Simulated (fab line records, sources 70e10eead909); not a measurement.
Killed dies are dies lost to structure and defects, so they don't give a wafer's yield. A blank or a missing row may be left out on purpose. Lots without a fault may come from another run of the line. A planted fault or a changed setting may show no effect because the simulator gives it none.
A struck lot beside a sound one | flow nand_harc | 15 steps out of a route of 1302
Sound: wafers L720.1, L720.3, L720.4. Struck: wafers L721.1, L721.2, L721.4. The cause comes at the end.
At each step with rows: each side's tool, then ch and its chambers, then its first start. Under that, the readings that differ: sound wafers | struck wafers | difference of the means | sigmas: that difference in standard deviations of wafers without a fault.
alike: readings whose means differ by less than 2 such deviations, and words and numbers that are the same on both sides. not compared: withheld readings, readings that some wafer has no value for, bounds like >300 that may hide the same value, and numbers for which the record gives no deviation and whose values overlap.
The two part at a step that has a row with sigmas, a row that says differs or no value, or rows on one side only. Numbers that don't overlap but have no deviation are shown without sigmas and don't part them. A reading that every wafer of one side lacks parts them only if that side has two wafers or more.

first, 6 steps without rows for these wafers: NHARC_A_BLC_COAT_04 (resist thk 90 nm); NHARC_A_BLC_SOFTBAKE_05 (time 55 s); NHARC_A_BLC_EBR_06; NHARC_A_BLC_EXPOSE_07 (exposes mask A BLC, target cd 100 nm); NHARC_A_BLC_PEB_08 (peb time 65 s); NHARC_A_BLC_DEVELOP_09 (develop time 35 s).
NHARC_A_BLC_CD_MEAS_10: target cd 100 nm.
  sound on cd_sem-02 ch 0, day 27 07:16; struck on cd_sem-02 ch 0, day 27 11:49
  alike: cd_nm
NHARC_A_BLC_OVL_MEAS_11:
  sound on overlay-02, day 27 07:22; struck on overlay-01, day 27 11:54
  alike: overlay_x_nm, overlay_y_nm
NHARC_A_BLC_INSPECT_12:
  sound on defect_inspect-01, day 27 07:23; struck on defect_inspect-02, day 27 11:56
  alike: raw_defect_count
NHARC_A_BLC_DESCUM_15: chemistry O2, time 3 s.
  sound on rie_diel-08 ch 0,2, day 27 07:27; struck on rie_diel-08 ch 0,2,3, day 27 12:00
  alike: drypump_motor_current_A, oes_product_au, rf_vpp_V, showerhead_plenum_p_Torr, throttle_valve_pct
  not compared: rf_hours_counter_h
NHARC_A_BLC_ETCH_16: etches the open film in CF4, target depth 39 nm, time 65 s.
  sound on rie_diel-08 ch 0,2,3, day 27 07:34; struck on rie_diel-08 ch 1,2,3, day 27 12:05
  alike: bias_w, cf4_flow_sccm, drypump_motor_current_A, oes_product_au, rf_vpp_V, showerhead_plenum_p_Torr, throttle_valve_pct
  not compared: rf_hours_counter_h
NHARC_A_BLC_ETCH_17: etches the open film in N2/H2, target depth 390 nm, time 609.38 s.
  sound on rie_diel-08 ch 0,2; struck on rie_diel-08 ch 0,1,3
  alike: bias_w, chamber_pressure_mTorr, drypump_motor_current_A, h2_flow_sccm, oes_product_au, rf_vpp_V, showerhead_plenum_p_Torr, throttle_valve_pct
  not compared: rf_hours_counter_h
NHARC_A_BLC_ETCH_18: etches the open film in C4F8/O2/Ar, target depth 910 nm.
  sound on rie_diel-08 ch 0,3, day 27 08:11; struck on rie_diel-08 ch 0,2,3, day 27 12:36
  no value came back on the struck wafers for bias_w (W), chamber_pressure_mTorr (mTorr), oes_product_au (a.u.), rf_vpp_V (V); on the sound wafers bias_w (W) reads 1499 1502 1498
  not compared: rf_hours_counter_h
NHARC_A_BLC_CD_MEAS_19:
  sound on cd_sem-01, day 27 08:36; struck on cd_sem-02, day 27 12:58
  alike: cd_nm
NHARC_END_SORT_01:
  the record has rows for the struck wafers here (prober-01 ch 0, day 29 10:26) and none for the sound ones

WHERE THEY PART
First at NHARC_A_BLC_ETCH_18; last, within this record, at NHARC_END_SORT_01.

WHY: what the simulator had put in
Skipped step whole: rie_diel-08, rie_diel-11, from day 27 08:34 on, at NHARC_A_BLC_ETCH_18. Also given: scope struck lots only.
